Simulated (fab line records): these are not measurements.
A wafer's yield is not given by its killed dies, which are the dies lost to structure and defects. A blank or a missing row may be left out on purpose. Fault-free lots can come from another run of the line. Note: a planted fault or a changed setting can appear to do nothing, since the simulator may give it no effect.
Check for tools in common + flow nand-harc + Lots sampled 3, wafers sampled 9

WHY IT WAS OPENED
Flagged at NHARC_END_SORT_01: reading killed-at-periphery, on 3 of 3 lots. Wafers without a fault read 4, standard deviation 3.2.
Rule: a lot gets a flag if all its wafers with a number sit over 4 standard deviations from that mean, or if no wafer of it has a number. The rest of the lots are taken to be sound.

| lot  | measured     | on        | killed-at-periphery, wafer by wafer | flag    |
|------|--------------|-----------|-------------------------------------|---------|
| L394 | day 31 02:25 | prober-02 | 82 78 81                            | FLAGGED |
| L395 | day 31 17:58 | prober-02 | 86 78 78                            | FLAGGED |
| L396 | day 31 19:13 | prober-01 | 79 81 95                            | FLAGGED |
Average over the flagged lots: 82; offset from the usual +78, equal to +24 standard deviations.

LOT BY LOT: THE TOOL USED
Before the reading, the record contains 4 process steps out of a 1302-step route. Read each cell as the tool, then ch plus the chambers that the sampled wafers visited, then the start.
| lot  | flag    | NHARC_P_M1_PVD_20            | NHARC_A_BONDPAD_PRE_CLEAN_26            | NHARC_A_BONDPAD_PVD_17                  | NHARC_THIN_TSV_DEGAS_53      |
|------|---------|------------------------------|-----------------------------------------|-----------------------------------------|------------------------------|
| L394 | FLAGGED | pvd-sputter-03, day 13 01:25 | pvd-sputter-02, day 30 15:28 or earlier | pvd-sputter-02, day 30 15:28 or earlier | pvd-sputter-02, day 30 15:28 |
| L395 | FLAGGED | pvd-sputter-03, day 13 15:31 | pvd-sputter-02, day 31 07:45 or earlier | pvd-sputter-02, day 31 07:45 or earlier | pvd-sputter-01, day 31 07:45 |
| L396 | FLAGGED | pvd-sputter-03, day 13 20:58 | pvd-sputter-01, day 31 06:31 or earlier | pvd-sputter-01, day 31 06:31 or earlier | pvd-sputter-02, day 31 06:31 |
These steps, and what they do:
- NHARC_P_M1_PVD_20: deposits TaN, target thk 5 nm, time 8.06 s.
- NHARC_A_BONDPAD_PRE_CLEAN_26: time 30 s.
- NHARC_A_BONDPAD_PVD_17: deposits TaN, target thk 5 nm, time 8.06 s.
- NHARC_THIN_TSV_DEGAS_53: time 60 s.
- NHARC_END_SORT_01

FLAGGED OVER TOTAL, TOOL BY TOOL (the gauges that took the reading come last)
| step                         | tool           | lots run | flagged | share of the flagged lots | sound lots run after its first flagged lot |
|------------------------------|----------------|----------|---------|---------------------------|--------------------------------------------|
| NHARC_P_M1_PVD_20            | pvd-sputter-03 | 3        | 3       | all                       | 0                                          |
| NHARC_A_BONDPAD_PRE_CLEAN_26 | pvd-sputter-01 | 1        | 1       | some                      | 0                                          |
| NHARC_A_BONDPAD_PRE_CLEAN_26 | pvd-sputter-02 | 2        | 2       | some                      | 0                                          |
| NHARC_A_BONDPAD_PVD_17       | pvd-sputter-01 | 1        | 1       | some                      | 0                                          |
| NHARC_A_BONDPAD_PVD_17       | pvd-sputter-02 | 2        | 2       | some                      | 0                                          |
| NHARC_THIN_TSV_DEGAS_53      | pvd-sputter-01 | 1        | 1       | some                      | 0                                          |
| NHARC_THIN_TSV_DEGAS_53      | pvd-sputter-02 | 2        | 2       | some                      | 0                                          |
| NHARC_END_SORT_01            | prober-01      | 1        | 1       | some                      | 0                                          |
| NHARC_END_SORT_01            | prober-02      | 2        | 2       | some                      | 0                                          |
Because NHARC_A_BONDPAD_PRE_CLEAN_26 lacks a start for some lots, the hours and order of its lots are taken from NHARC_THIN_TSV_DEGAS_53. Because NHARC_A_BONDPAD_PVD_17 lacks a start for some lots, the hours and order of its lots are taken from NHARC_THIN_TSV_DEGAS_53.

WHAT THE TABLE ALLOWS
In the table, 1 row covers all flagged lots: pvd-sputter-03 at NHARC_P_M1_PVD_20.
- pvd-sputter-03 at NHARC_P_M1_PVD_20 ran 3 lots, 3 of them flagged. It ran no sound lot before its first flagged lot in this sample, so the start can't be narrowed down.
Left over: one tool, pvd-sputter-03 at NHARC_P_M1_PVD_20.

WHAT WAS PUT IN BY THE SIMULATOR
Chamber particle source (pvd-sputter-03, NHARC_P_M1_PVD_20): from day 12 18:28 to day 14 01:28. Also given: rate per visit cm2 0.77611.
Struck lots among those shown: L394, L395, L396. The same result came from the rule above.
